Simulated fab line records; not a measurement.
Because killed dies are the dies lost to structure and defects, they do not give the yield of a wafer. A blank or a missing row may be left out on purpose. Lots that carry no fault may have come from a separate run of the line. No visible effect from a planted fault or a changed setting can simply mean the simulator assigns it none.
The tool behind it: which one?	flow n5 finfet	37 wafers from 14 lots sampled at 2 of the route's 1938 steps

== WHAT THE GAUGES SHOWED, per wafer ==
N5_BEOL_M11_CD_MEAS_28: target cd 70 nm.
lot	measured	on	cd nm (nm)
L314	day 10 11:07	cd sem-01	68.3 69.5
L317	day 10 20:44	cd sem-01	69.9 69.9 69.5
L319	day 11 09:29	cd sem-01	70.3 70.1 71.0
L320	day 11 18:32	cd sem-02	69.3 68.4 69.7
L322	day 12 01:53	cd sem-03	68.8 70.4 70.5
L324	day 12 17:46	cd sem-01	69.3 69.2 68.8
L326	day 13 17:43	cd sem-03	70.2 70.4 68.1
L329	day 14 02:39	cd sem-03	69.4 70.4 70.1
L328	day 14 11:33	cd sem-01	69.1 69.2 68.9
L331	day 14 17:08	cd sem-02	69.1 68.7
L333	day 16 18:09	cd sem-01	70.5 69.6 70.7
L334	day 17 03:44	cd sem-02	69.1 71.1 69.0
L337	day 18 01:26	cd sem-02	69.4 69.2
L335	day 18 12:07	cd sem-01	70.4

N5_BEOL_M11_INSPECT_30: inspects for defects (brightfield).
lot	measured	on	raw defect count
L314	day 10 11:10	defect inspect-02	302 383
L317	day 10 20:47	defect inspect-01	357 311 393
L319	day 11 09:33	defect inspect-02	376 340 358
L320	day 11 18:36	defect inspect-02	370 397 338
L322	day 12 01:57	defect inspect-02	438 525 406
L324	day 12 17:49	defect inspect-02	330 385 426
L326	day 13 17:47	defect inspect-01	363 466 595
L329	day 14 02:42	defect inspect-01	435 307 417
L328	day 14 11:36	defect inspect-02	405 601 374
L331	day 14 17:11	defect inspect-01	391 305
L333	day 16 18:12	defect inspect-01	314 305 307
L334	day 17 03:47	defect inspect-02	301 362 340
L337	day 18 01:29	defect inspect-01	473 443
L335	day 18 12:10	defect inspect-02	298

== EACH LOT AND THE TOOL THAT RAN IT (in order: tool; ch and the chambers of the sampled wafers; start) ==
Before these readings, the record contains no process step.

== AS READ BY THE TOOLS THEMSELVES (means over the sampled wafers that have a number; for cases with no such wafer, the mark the record gives instead) ==
The record holds no such reading with a usual standard deviation.

== THE ANSWER, worked out from the rows above alone ==
Rule: the usual values come from the lots themselves. Put in order of their means at a reading, lots are off if they are a third of the lots or fewer, leave a main group of 4 or more, and stand apart from it by a gap of 3 or more times the standard deviation of the main group's means; of several such gaps the widest counts. A main group is skipped when, at the precision printed for the reading in the tables above, its means are all equal. Also off: a lot with no number at a reading for which 4 or more lots have one. The other lots that the step has rows for count as sound. After the gauges, taken in route order, come the tools' own readings; for these a lot's mean is taken, as printed above. At the first step where some lot is off, the reading lying furthest off is the one used; lots without a number count as furthest.
No lot is off on any of the readings shown, so nothing can be concluded from this.

== WHAT WAS PUT IN BY THE SIMULATOR ==
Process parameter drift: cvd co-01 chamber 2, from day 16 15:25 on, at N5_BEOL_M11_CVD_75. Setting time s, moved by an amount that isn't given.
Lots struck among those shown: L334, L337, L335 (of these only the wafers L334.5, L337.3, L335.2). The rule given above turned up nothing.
